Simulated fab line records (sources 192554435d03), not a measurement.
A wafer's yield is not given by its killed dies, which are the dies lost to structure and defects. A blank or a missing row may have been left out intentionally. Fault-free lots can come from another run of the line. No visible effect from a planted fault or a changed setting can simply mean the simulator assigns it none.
Code-filled problem report in 8D (eight disciplines) form -- flow n5Finfet -- the parts of the form that need people (team, actions taken, sign-off) are left out

1. PROBLEM STATEMENT
Wafers without a fault read 126.0 W, standard deviation 0.39; biasW at N5_MIM_TOP_ETCH_ETCH_00 reads a mean of 121.1 W on 3 wafers belonging to 2 lots. That is -13 standard deviations from the usual mean.
The step: etches TiN in Cl2/BCl3, target depth 38.5 nm.
The first sign was on wafer L290.5 at day 16 03:07, on rieMetal-01. The record holds 35 wafers of 12 lots with a number at this step. The rule behind "out" and "out of limits": a value lying over 4 standard deviations away from the usual mean. All remaining wafers that have a number are taken as sound.

2. WHAT IT IS AND WHAT IT IS NOT
question,is,is not
which readings at this step,biasW,"drypumpMotorCurrentA, oes_ar_750_au, oesProductAu, throttleValvePct"
which lots,"L290, L293","L280, L282, L283, L284, L286, L288, L289, L294, L301, L302"
which wafers of those lots,"L290.5, L293.1, L293.5","L290.2, L290.4, L293.2"
read on which tools,rieMetal-01,"rieMetal-02, rieMetal-03"
when,from day 16 03:07,"up to then (22 sound wafers); but 10 sound wafers of L293, L294, L301, L302 came after"

3. THE SUSPECTS, EACH WITH WHAT RULES IT OUT
Counting: any tool at a process step up to the reading remains a suspect provided it ran every lot that is out. Sound lots after the first of them don't rule it out here, since some wafers of a struck lot are sound.
- rieMetal-01 at N5_MIM_TOP_ETCH_ETCH_00 (etches TiN in Cl2/BCl3, target depth 38.5 nm): kept. Ran every lot that is out, first one L290 (day 16 03:07); last sound lot up to then L289 (day 13 23:14). On those wafers its own readings are out: biasW.
- At N5_MIM_TOP_ETCH_ETCH_00 on rieMetal-01, chamber 0 took the sound wafers of the same lots and chamber 1 took the wafers that are out.
Left after counting: rieMetal-01 at N5_MIM_TOP_ETCH_ETCH_00.

4. THE CAUSE (what the simulator had put in)
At N5_MIM_TOP_ETCH_ETCH_00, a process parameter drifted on rieMetal-01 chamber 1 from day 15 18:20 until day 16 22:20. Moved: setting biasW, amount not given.
This tool alone remained once counting was done.

5. THE CHAIN OF EFFECTS, in route order
Each row: a reading where the mean over the struck wafers with a number is more than 3 standard deviations away from the usual. Readings are gone through only where the record gives a usual standard deviation; hours: the median, over the lots, of the time from a lot's start at the first step in this table giving one to that lot's start at this step; sigmas: the change measured in usual standard deviations.
hours,step,reading,usual,on struck wafers,change,sigmas
0,N5_MIM_TOP_ETCH_ETCH_00,biasW,126.0 W,121.1,-4.9,-13
Process steps it contains:
- N5_MIM_TOP_ETCH_ETCH_00: etches TiN in Cl2/BCl3, target depth 38.5 nm.

6. HOW IT WOULD HAVE BEEN CAUGHT EARLIER
In this record no reading fell out of limits until day 16 03:07, 9 hours after the fault had begun at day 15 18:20.
